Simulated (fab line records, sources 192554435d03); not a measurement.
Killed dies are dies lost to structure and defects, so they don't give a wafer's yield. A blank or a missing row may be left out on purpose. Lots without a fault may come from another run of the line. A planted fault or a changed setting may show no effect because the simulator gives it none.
Chamber matching | flow n5_finfet | N5_BEOL_M0_SAQP_PECVD_04 on pecvd-03: 3 sister chambers
The step deposits a-Si from SiH4/He, target thk 60 nm, time 60.2 s. 3 wafers are shown with their chamber, then 8 later ones without.

WAFERS WITH THEIR CHAMBER
wafer  | chamber | throttle_valve_pct (%)
L084.5 | 2       | 18.1
L086.1 | 1       | 20.0
L087.1 | 0       | 19.6

WAFERS WITHOUT THEIR CHAMBER
wafer  | throttle_valve_pct (%)
L087.2 | 20.3
L087.6 | 20.0
L094.1 | 18.1
L094.3 | 20.3
L094.4 | 20.3
L095.2 | 19.4
L095.3 | 20.2
L095.4 | 19.5

WHICH CHAMBER EACH WENT THROUGH
wafer  | from the rows above     | in truth
L087.2 | can't be placed: 1 or 0 | 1
L087.6 | can't be placed: 1 or 0 | 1
L094.1 | 2                       | 2
L094.3 | can't be placed: 1 or 0 | 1
L094.4 | can't be placed: 1 or 0 | 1
L095.2 | can't be placed: 0 or 1 | 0
L095.3 | can't be placed: 1 or 0 | 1
L095.4 | can't be placed: 0 or 1 | 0
Placed correctly: 1 of 8. Can't be placed from these rows: 7 (the true chamber is among the candidates in 7). Placed wrongly: 0.
How it was worked out, from the rows above alone: a wafer's distance from a chamber is the root of the sum, over the readings, of the square of ((its reading less the chamber's mean) divided by the reading's scatter). The wafer belongs to the nearest chamber; if the next one is less than 2 further off, it can't be placed. A chamber's mean is the mean of its shown wafers. The scatter: with one shown wafer a chamber, the root of the mean of the squares of how far each hidden wafer lies from its nearest shown one.
